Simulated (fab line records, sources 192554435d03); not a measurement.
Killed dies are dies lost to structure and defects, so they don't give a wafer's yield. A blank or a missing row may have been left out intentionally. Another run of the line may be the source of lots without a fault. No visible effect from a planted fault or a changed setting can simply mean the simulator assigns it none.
fab line records	flow n5Finfet	part 1 of 2: steps 1 to 4 of 6
record lots=22	wafers=66	lastDay=17
route steps=1938 shown WELL_APT@30 PMOS_HMC_CHANNEL_EPI@68 FIN_SAQP@96
lots untouched by any fault: they come from a run of this same line in which no faults occurred
startH: hours from the record's opening day to when the first of the lot's shown wafers began	waitH: hours elapsed since this lot's preceding step	" the same as in the row above	L1.1+2: one row covering several wafers at once	- no value present, or no start provided	* or withheld: withheld	< > ~ a bound
route shown NAME@n: a module of which the file shows steps, and the number in the route of the first	usual: mean and standard deviation over wafers with no fault	same: alike in all rows	chamber/n: place in a boat	sites: readings site by site	_std_site: how widely they spread, as a standard deviation	_edge_site: the outer-site mean with the inner-site mean subtracted	radiusMm: how far each site lies from the wafer's centre	mask NAME#n: copy n	behind: the most recent tool/chamber to have shaped the wafer	hold: reason for holding the lot/hours on hold/outcome of the hold	device: names the non-switching transistor (n, p or np)	end of line: at the end of the route, the tests of the same wafers	a step with no rows: only its recipe	killed: not the wafer's yield, but the dies lost to structure and defects at the first sort	map: a wafer's dies, marking killed ones x, the rest . and places with no die _
set.NAME: the run value of the setting; set.NAME@STEP: its run value at that earlier step	model.NAME: the simulator's own value behind a step, which no gauge read
one table for each step of the route and one row for each wafer, over a sample of lots
services: a tool's chamber out of use, with start hour (startH, from the record's first day; less than 0 if before it), hours out, and reason
## steps
# step N5_WELL_APT_INSPECT_10
# recipe mode=adi	inspectInstrument=macro
# usual rawDefectCount=2.1/1.7
lot.wafer	tool	chamber	startH	waitH	rawDefectCount
L074.2	defectInspect-02	-	13.80	0.0	2
L074.3	"	-	"	"	2
L074.5	"	-	"	"	0
L075.3	defectInspect-01	-	20.25	0.0	2
L075.4	"	-	"	"	2
L075.6	"	-	"	"	5
L077.1	defectInspect-01	-	31.81	0.0	2
L077.3	"	-	"	"	2
L077.4	"	-	"	"	7
L078.1	defectInspect-02	-	37.92	0.0	0
L078.3	"	-	"	"	2
L078.5	"	-	"	"	2
L079.1	defectInspect-01	-	43.76	0.0	1
L079.4	"	-	"	"	2
L079.6	"	-	"	"	1
L080.1	defectInspect-01	-	49.89	0.0	2
L080.2	"	-	"	"	2
L080.4	"	-	"	"	3
L081.1	defectInspect-01	-	55.86	0.0	2
L081.2	"	-	"	"	2
L081.3	"	-	"	"	3
L082.2	defectInspect-02	-	61.86	0.0	1
L082.4	"	-	"	"	0
L082.6	"	-	"	"	1
L083.3	defectInspect-01	-	68.00	0.0	1
L083.5	"	-	"	"	1
L083.6	"	-	"	"	0
L084.3	defectInspect-02	-	73.92	0.0	4
L084.4	"	-	"	"	2
L084.5	"	-	"	"	0
L085.3	defectInspect-01	-	79.96	0.0	2
L085.5	"	-	"	"	3
L085.6	"	-	"	"	2
L086.2	defectInspect-02	-	85.77	0.0	0
L086.3	"	-	"	"	5
L086.5	"	-	"	"	1
L087.2	defectInspect-01	-	92.19	0.0	3
L087.3	"	-	"	"	0
L087.4	"	-	"	"	1
L088.3	defectInspect-01	-	97.74	0.0	0
L088.4	"	-	"	"	6
L088.6	"	-	"	"	0
L089.4	defectInspect-01	-	103.74	0.0	2
L089.5	"	-	"	"	0
L089.6	"	-	"	"	2
L090.3	defectInspect-02	-	109.97	0.0	4
L090.4	"	-	"	"	1
L090.5	"	-	"	"	1
L091.1	defectInspect-01	-	115.86	0.0	4
L091.2	"	-	"	"	3
L091.5	"	-	"	"	4
L092.1	defectInspect-02	-	121.86	0.0	3
L092.2	"	-	"	"	4
L092.3	"	-	"	"	2
L093.1	defectInspect-02	-	127.61	0.0	3
L093.2	"	-	"	"	0
L093.3	"	-	"	"	5
L094.2	defectInspect-01	-	133.73	0.0	6
L094.4	"	-	"	"	1
L094.5	"	-	"	"	2
L096.2	defectInspect-02	-	146.41	0.0	2
L096.3	"	-	"	"	3
L096.4	"	-	"	"	1
L097.1	defectInspect-02	-	151.73	0.0	3
L097.3	"	-	"	"	1
L097.6	"	-	"	"	5
# step N5_WELL_APT_DESCUM_30
# recipe chemistry=O2	timeS=7.9	sourcePowerW=50	biasPowerW=20	pressureMtorr=20	rfFrequencyHz=2.712e+07	tempC=40	o2FlowSccm=225
# usual drypumpMotorCurrentA=5.8/0.52	oesProductAu=0.86/0.083	rfVppV=243.6/1.4	showerheadPlenumPTorr=2.12/0.074	throttleValvePct=20.47/0.25
lot.wafer	tool	chamber	startH	waitH	drypumpMotorCurrentA	oesProductAu	rfHoursCounterH	rfVppV	showerheadPlenumPTorr	throttleValvePct
L074.2	rieDiel-01	3	15.08	0.0	5.5	0.89	35	242.9	2.12	20.50
L074.3	"	1	"	"	6.0	0.98	9	243.5	2.06	20.78
L074.5	"	1	"	"	6.0	0.98	-	242.6	2.06	20.77
L075.3	rieDiel-03	0	21.56	0.0	5.5	0.70	224	245.0	2.15	20.57
L075.4	"	3	"	"	5.2	0.97	8	244.9	2.24	20.44
L075.6	"	3	"	"	5.2	0.98	-	245.4	2.24	20.46
L077.1	rieDiel-06	1	33.09	0.0	5.7	1.00	3	243.4	2.16	20.41
L077.3	"	3	"	"	6.7	0.69	251	241.2	1.96	20.55
L077.4	"	1	"	"	5.7	1.01	-	243.1	2.16	20.41
L078.1	rieDiel-01	3	39.07	0.0	5.5	0.88	45	245.9	2.11	20.52
L078.3	"	1	"	"	6.0	0.95	17	242.2	2.06	20.79
L078.5	"	3	"	"	5.5	0.88	-	244.5	2.11	20.53
L079.1	rieDiel-03	3	45.04	0.0	5.2	0.95	16	246.8	2.23	20.47
L079.4	"	0	"	"	5.5	0.69	232	243.5	2.15	20.57
L079.6	"	2	"	"	5.7	0.82	-	242.7	2.02	20.37
L080.1	rieDiel-03	3	51.47	0.1	5.3	0.94	19	244.8	2.23	20.47
L080.2	"	1	"	"	6.6	0.84	70	243.8	2.12	20.80
L080.4	"	2	"	"	5.7	0.81	110	242.2	2.02	20.37
L081.1	rieDiel-01	3	57.52	0.4	5.5	0.86	52	243.4	2.11	20.54
L081.2	"	0	"	"	5.2	0.90	36	244.4	2.13	20.10
L081.3	"	1	"	"	6.0	0.94	25	241.9	2.06	20.81
L082.2	rieDiel-01	0	63.44	0.1	5.2	0.89	38	244.0	2.13	20.09
L082.4	"	3	"	"	5.5	0.86	-	245.4	2.11	20.56
L082.6	"	0	"	"	5.2	0.89	-	245.7	2.13	20.10
L083.3	rieDiel-06	0	69.55	0.2	6.4	0.94	10	243.3	2.22	19.85
L083.5	"	0	"	"	6.4	0.93	-	244.5	2.22	19.83
L083.6	"	3	"	"	6.7	0.99	-	245.0	2.22	20.26
L084.3	rieDiel-06	2	75.26	0.1	5.1	0.75	138	241.3	2.01	20.58
L084.4	"	1	"	"	5.7	0.94	20	243.3	2.16	20.44
L084.5	"	2	"	"	5.1	0.74	-	241.5	2.01	20.60
L085.3	rieDiel-01	1	81.24	0.0	6.0	0.91	32	242.1	2.06	20.83
L085.5	"	0	"	"	5.2	0.89	-	242.7	2.13	20.10
L085.6	"	1	"	"	6.0	0.92	-	243.3	2.06	20.82
L086.2	rieDiel-01	2	87.20	0.0	6.3	0.96	3	244.4	2.12	20.36
L086.3	"	3	"	"	5.5	0.85	60	243.7	2.11	20.57
L086.5	"	0	"	"	5.2	0.87	-	243.3	2.13	20.12
L087.2	rieDiel-03	2	93.60	0.0	5.8	0.80	128	242.0	2.01	20.39
L087.3	"	0	"	"	5.5	0.68	244	244.5	2.14	20.60
L087.4	"	1	"	"	6.6	0.82	85	243.9	2.11	20.82
L088.3	rieDiel-06	2	99.12	0.0	5.1	0.73	147	241.7	2.01	20.58
L088.4	"	3	"	"	6.8	0.95	15	246.1	2.22	20.31
L088.6	"	0	"	"	6.4	0.90	-	245.2	2.21	19.86
L089.4	rieDiel-06	2	104.90	0.0	5.1	0.72	150	241.8	2.01	20.61
L089.5	"	2	"	"	5.1	0.73	-	241.9	2.01	20.61
L089.6	"	3	"	"	6.8	0.94	-	245.2	2.22	20.31
L090.3	rieDiel-03	0	111.32	0.2	5.6	0.68	249	243.5	2.14	20.60
L090.4	"	2	"	"	5.7	0.80	133	242.2	2.01	20.39
L090.5	"	0	"	"	5.5	0.68	-	244.7	2.14	20.60
L091.1	rieDiel-03	2	117.14	0.0	5.7	0.78	135	242.0	2.01	20.39
L091.2	"	3	"	"	5.3	0.89	43	244.1	2.22	20.52
L091.5	"	2	"	"	5.8	0.79	-	240.1	2.01	20.40
L092.1	rieDiel-03	3	123.04	0.0	5.3	0.88	46	243.4	2.22	20.51
L092.2	"	2	"	"	5.8	0.79	137	242.7	2.01	20.40
L092.3	"	1	"	"	6.6	0.81	95	244.9	2.11	20.83
L093.1	rieDiel-03	1	129.04	0.3	6.6	0.80	98	244.0	2.11	20.84
L093.2	"	2	"	"	5.8	0.79	141	240.9	2.01	20.43
L093.3	"	3	"	"	5.3	0.89	49	244.7	2.22	20.51
L094.2	rieDiel-01	0	135.90	0.3	5.2	0.85	64	243.6	2.12	20.13
L094.4	"	1	"	"	6.0	0.89	53	242.3	2.05	20.85
L094.5	"	1	"	"	6.0	0.89	-	242.5	2.05	20.86
L096.2	rieDiel-06	3	149.08	0.4	6.8	0.92	26	245.0	2.21	20.31
L096.3	"	2	"	"	5.1	0.73	159	241.6	2.01	20.62
L096.4	"	0	"	"	6.4	0.89	33	245.5	2.21	19.87
L097.1	rieDiel-03	2	153.12	0.1	5.8	0.78	153	242.2	2.00	20.43
L097.3	"	3	"	"	5.3	0.87	60	245.2	2.22	20.53
L097.6	"	1	"	"	6.6	0.78	-	242.4	2.10	20.84
# step N5_WELL_APT_RTA_34
# recipe tempC=1000	timeS=10	ambient=N2	idleTempC=600	rampUpCPerS=150	rampDownCPerS=60	coolToC=600
# usual annealTempCMax=1005.5/1.6	lampPowerPct=12.99/0.055	lamp_zone_2_pct=12.995/0.029	lamp_zone_6_pct=12.921/0.027	wafer_temp_C_max=1003.7/0.96
lot.wafer	tool	chamber	startH	waitH	annealTempCMax	lampPowerPct	lamp_zone_2_pct	lamp_zone_6_pct	wafer_temp_C_max
L074.2	rtpAnneal-01	0	15.87	0.0	1006.2	12.92	12.980	12.958	1003.1
L074.3	"	0	"	"	1007.5	12.98	12.958	12.908	1001.9
L074.5	"	0	"	"	1008.7	13.10	12.993	12.932	1002.4
L075.3	rtpAnneal-02	0	22.36	0.1	1004.2	13.01	13.053	12.903	1003.9
L075.4	"	0	"	"	1003.9	13.12	13.015	12.964	1003.9
L075.6	"	0	"	"	1003.6	13.02	12.992	12.919	1004.6
L077.1	rtpAnneal-01	0	33.98	0.2	1006.5	12.97	13.016	12.958	1003.3
L077.3	"	0	"	"	1005.5	12.99	12.954	12.881	1003.3
L077.4	"	0	"	"	1008.7	13.02	13.000	12.940	1003.5
L078.1	rtpAnneal-02	0	39.93	0.1	1004.5	12.96	12.968	12.894	1003.4
L078.3	"	0	"	"	1005.3	12.97	12.970	12.912	1003.3
L078.5	"	0	"	"	1005.5	13.01	12.999	12.914	1004.2
L079.1	rtpAnneal-01	0	46.01	0.2	1006.7	13.00	13.031	12.933	1002.8
L079.4	"	0	"	"	1006.3	13.01	12.973	12.925	1004.5
L079.6	"	0	"	"	1007.5	13.07	12.973	12.860	1005.4
L080.1	rtpAnneal-02	0	52.23	0.0	1004.1	12.95	12.959	12.931	1003.0
L080.2	"	0	"	"	1004.7	13.03	12.982	12.941	1002.5
L080.4	"	0	"	"	1004.2	12.94	13.049	12.983	1005.6
L081.1	rtpAnneal-02	0	58.29	0.0	1004.2	12.98	13.022	12.909	1004.8
L081.2	"	0	"	"	1006.3	13.00	13.002	12.890	1003.7
L081.3	"	0	"	"	1004.9	12.98	13.025	12.870	1003.3
L082.2	rtpAnneal-01	0	64.47	0.0	1008.7	12.99	12.947	12.868	1003.6
L082.4	"	0	"	"	1009.6	12.96	13.059	12.927	1004.5
L082.6	"	0	"	"	1005.7	13.01	12.974	12.920	1003.8
L083.3	rtpAnneal-02	0	70.51	0.2	1003.7	13.05	13.019	12.904	1004.1
L083.5	"	0	"	"	1005.2	13.04	13.010	12.889	1004.6
L083.6	"	0	"	"	1004.2	13.04	12.995	12.896	1003.6
L084.3	rtpAnneal-02	0	76.13	0.1	1007.2	13.00	12.954	12.916	1002.2
L084.4	"	0	"	"	1003.7	12.93	12.965	12.932	1004.0
L084.5	"	0	"	"	1004.6	13.00	13.063	12.836	1005.2
L085.3	rtpAnneal-01	0	82.04	0.1	1007.3	12.94	12.957	12.938	1003.3
L085.5	"	0	"	"	1006.7	12.95	12.988	12.913	1004.6
L085.6	"	0	"	"	1006.8	13.01	12.992	12.911	1004.7
L086.2	rtpAnneal-02	0	87.98	0.0	1003.5	13.04	13.014	12.921	1003.8
L086.3	"	0	"	"	1003.6	12.98	13.019	12.947	1003.7
L086.5	"	0	"	"	1005.1	12.98	12.942	12.926	1003.3
L087.2	rtpAnneal-02	0	94.40	0.0	1005.0	12.97	13.036	12.956	1005.5
L087.3	"	0	"	"	1004.2	13.06	13.017	12.976	1003.8
L087.4	"	0	"	"	1001.9	12.95	12.968	12.922	1004.8
L088.3	rtpAnneal-01	0	99.97	0.1	1007.9	12.99	12.943	12.948	1003.7
L088.4	"	0	"	"	1008.2	13.14	12.984	12.931	1004.0
L088.6	"	0	"	"	1007.1	12.98	13.044	12.931	1003.1
L089.4	rtpAnneal-01	0	105.81	0.2	1005.6	12.87	13.036	12.923	1002.3
L089.5	"	0	"	"	1004.7	13.03	13.008	12.918	1004.1
L089.6	"	0	"	"	1005.5	13.01	12.998	12.921	1006.1
L090.3	rtpAnneal-01	0	112.21	0.1	1006.9	12.91	13.015	12.949	1003.7
L090.4	"	0	"	"	1006.1	12.93	12.979	12.965	1003.6
L090.5	"	0	"	"	1007.9	12.97	13.067	12.916	1002.6
L091.1	rtpAnneal-02	0	117.90	0.0	1004.3	12.96	12.988	12.923	1002.7
L091.2	"	0	"	"	1004.2	13.02	13.009	12.919	1003.3
L091.5	"	0	"	"	1005.2	12.91	13.000	12.911	1003.0
L092.1	rtpAnneal-01	0	123.80	0.0	1005.8	13.00	12.952	12.935	1003.6
L092.2	"	0	"	"	1005.9	12.98	12.979	12.886	1001.8
L092.3	"	0	"	"	1008.2	12.93	13.008	12.959	1003.6
L093.1	rtpAnneal-02	0	129.80	0.0	1004.0	13.01	12.982	12.938	1005.5
L093.2	"	0	"	"	1005.3	12.91	12.947	12.903	1004.0
L093.3	"	0	"	"	1005.9	12.98	12.946	12.940	1004.2
L094.2	rtpAnneal-02	0	136.70	0.0	1003.4	12.99	13.002	12.924	1002.2
L094.4	"	0	"	"	1003.4	12.99	12.970	12.905	1004.1
L094.5	"	0	"	"	1004.0	13.02	12.979	12.894	1003.3
L096.2	rtpAnneal-02	0	150.15	0.0	1003.6	13.10	12.988	12.918	1003.2
L096.3	"	0	"	"	1004.7	12.98	13.002	12.892	1003.3
L096.4	"	0	"	"	1003.7	13.03	12.995	12.940	1004.3
L097.1	rtpAnneal-02	0	153.90	0.0	1005.6	12.92	13.004	12.952	1003.7
L097.3	"	0	"	"	1006.4	12.95	12.951	12.896	1003.4
L097.6	"	0	"	"	1005.2	13.02	12.959	12.838	1005.1
# step N5_PMOS_HMC_CHANNEL_EPI_DESCUM_14
# recipe chemistry=O2	timeS=7.9	sourcePowerW=50	biasPowerW=20	pressureMtorr=20	rfFrequencyHz=2.712e+07	tempC=40	resist=CAR-ArF-block	o2FlowSccm=225
# usual drypumpMotorCurrentA=5.8/0.4	oesProductAu=0.76/0.089	rfVppV=243.1/1.3	showerheadPlenumPTorr=2.09/0.063	throttleValvePct=20.58/0.23
lot.wafer	tool	chamber	startH	waitH	drypumpMotorCurrentA	oesProductAu	rfHoursCounterH	rfVppV	showerheadPlenumPTorr	throttleValvePct
L074.2	rieDiel-02	3	17.59	0.3	5.7	0.73	198	242.2	2.08	20.77
L074.3	"	1	"	"	6.4	0.72	220	240.5	1.99	20.69
L074.5	"	3	"	"	5.7	0.72	-	242.2	2.08	20.79
L075.3	rieDiel-05	1	23.94	0.0	5.9	0.67	248	242.7	2.04	20.42
L075.4	"	3	"	"	5.9	0.77	128	244.4	2.17	20.59
L075.6	"	3	"	"	5.8	0.78	-	244.3	2.17	20.61
L077.1	rieDiel-04	2	35.53	0.1	5.2	0.70	208	244.9	2.15	20.31
L077.3	"	1	"	"	6.4	0.68	249	244.7	2.14	20.76
L077.4	"	0	"	"	5.4	0.83	79	242.6	2.04	20.38
L078.1	rieDiel-04	2	41.36	0.0	5.3	0.71	211	242.7	2.15	20.31
L078.3	"	0	"	"	5.4	0.83	81	241.9	2.04	20.39
L078.5	"	2	"	"	5.2	0.70	-	244.1	2.15	20.32
L079.1	rieDiel-02	1	47.49	0.0	6.3	0.71	229	241.0	1.99	20.71
L079.4	"	0	"	"	6.0	0.71	206	244.3	2.16	20.69
L079.6	"	1	"	"	6.3	0.71	-	241.4	1.99	20.70
L080.1	rieDiel-05	0	53.63	0.0	5.0	0.84	89	243.9	2.10	20.67
L080.2	"	1	"	"	5.9	0.96	3	242.5	2.04	19.99
L080.4	"	2	"	"	5.9	0.84	62	243.5	2.13	20.45
L081.1	rieDiel-04	2	59.68	0.1	5.3	0.70	218	242.8	2.15	20.33
L081.2	"	0	"	"	5.4	0.82	88	241.8	2.04	20.38
L081.3	"	3	"	"	5.4	0.69	250	241.9	2.16	20.65
L082.2	rieDiel-05	1	66.14	0.1	5.9	0.94	8	242.9	2.03	20.01
L082.4	"	0	"	"	5.0	0.83	-	243.4	2.10	20.68
L082.6	"	2	"	"	6.0	0.84	-	244.8	2.13	20.45
L083.3	rieDiel-02	3	72.07	0.0	5.7	0.70	213	242.6	2.08	20.82
L083.5	"	2	"	"	6.0	0.75	-	242.7	2.09	20.77
L083.6	"	1	"	"	6.3	0.70	-	239.9	1.98	20.71
L084.3	rieDiel-05	0	77.40	0.0	5.0	0.82	97	244.5	2.09	20.68
L084.4	"	1	"	"	5.8	0.93	12	242.4	2.03	20.00
L084.5	"	1	"	"	5.8	0.93	-	241.4	2.03	20.02
L085.3	rieDiel-04	2	83.90	0.4	5.3	0.69	227	246.2	2.14	20.35
L085.5	"	2	"	"	5.3	0.70	-	244.3	2.14	20.34
L085.6	"	0	"	"	5.4	0.81	-	242.5	2.03	20.40
L086.2	rieDiel-04	2	89.58	0.0	5.3	0.68	229	244.2	2.14	20.35
L086.3	"	3	"	"	5.4	1.00	1	243.7	2.16	20.31
L086.5	"	0	"	"	5.4	0.81	-	241.2	2.03	20.39
L087.2	rieDiel-05	2	95.66	0.0	5.9	0.82	75	243.8	2.12	20.48
L087.3	"	3	"	"	5.8	0.76	145	244.2	2.16	20.61
L087.4	"	0	"	"	5.0	0.81	102	243.6	2.09	20.69
L088.3	rieDiel-02	0	101.20	0.0	6.1	0.70	223	244.6	2.16	20.70
L088.4	"	1	"	"	6.3	0.69	-	243.3	1.98	20.74
L088.6	"	3	"	"	5.8	0.69	-	240.7	2.07	20.83
L089.4	rieDiel-02	3	107.05	0.0	5.7	0.69	-	243.5	2.07	20.83
L089.5	"	1	"	"	6.3	0.69	-	241.6	1.98	20.72
L089.6	"	0	"	"	6.1	0.69	-	245.3	2.15	20.70
L090.3	rieDiel-02	3	113.58	0.0	5.7	0.68	227	242.4	2.07	20.85
L090.4	"	1	"	"	6.3	0.68	-	241.5	1.98	20.74
L090.5	"	0	"	"	6.1	0.69	-	244.5	2.15	20.69
L091.1	rieDiel-02	0	119.84	0.4	6.1	0.70	229	245.1	2.15	20.72
L091.2	"	3	"	"	5.7	0.69	230	241.8	2.07	20.83
L091.5	"	1	"	"	6.3	0.69	-	241.2	1.98	20.75
L092.1	rieDiel-02	0	125.21	0.0	6.1	0.69	231	243.4	2.15	20.71
L092.2	"	1	"	"	6.3	0.68	256	240.8	1.98	20.76
L092.3	"	3	"	"	5.7	0.69	231	242.1	2.07	20.84
L093.1	rieDiel-02	0	131.21	0.0	6.1	0.69	233	244.3	2.15	20.72
L093.2	"	1	"	"	6.3	0.69	258	240.5	1.98	20.76
L093.3	"	3	"	"	5.7	0.68	233	241.8	2.07	20.84
L094.2	rieDiel-04	1	138.29	0.0	6.5	0.90	28	243.3	2.13	20.45
L094.4	"	0	"	"	5.4	0.80	113	242.7	2.03	20.42
L094.5	"	1	"	"	6.4	0.91	-	243.1	2.13	20.45
L096.2	rieDiel-05	1	151.70	0.0	5.9	0.88	33	243.6	2.03	20.06
L096.3	"	0	"	"	5.0	0.81	117	243.4	2.09	20.71
L096.4	"	3	"	"	5.9	0.74	161	244.7	2.16	20.65
L097.1	rieDiel-02	1	155.92	0.4	6.3	0.68	267	239.8	1.97	20.78
L097.3	"	3	"	"	5.7	0.68	243	241.9	2.07	20.84
L097.6	"	0	"	"	6.1	0.68	-	243.4	2.15	20.73
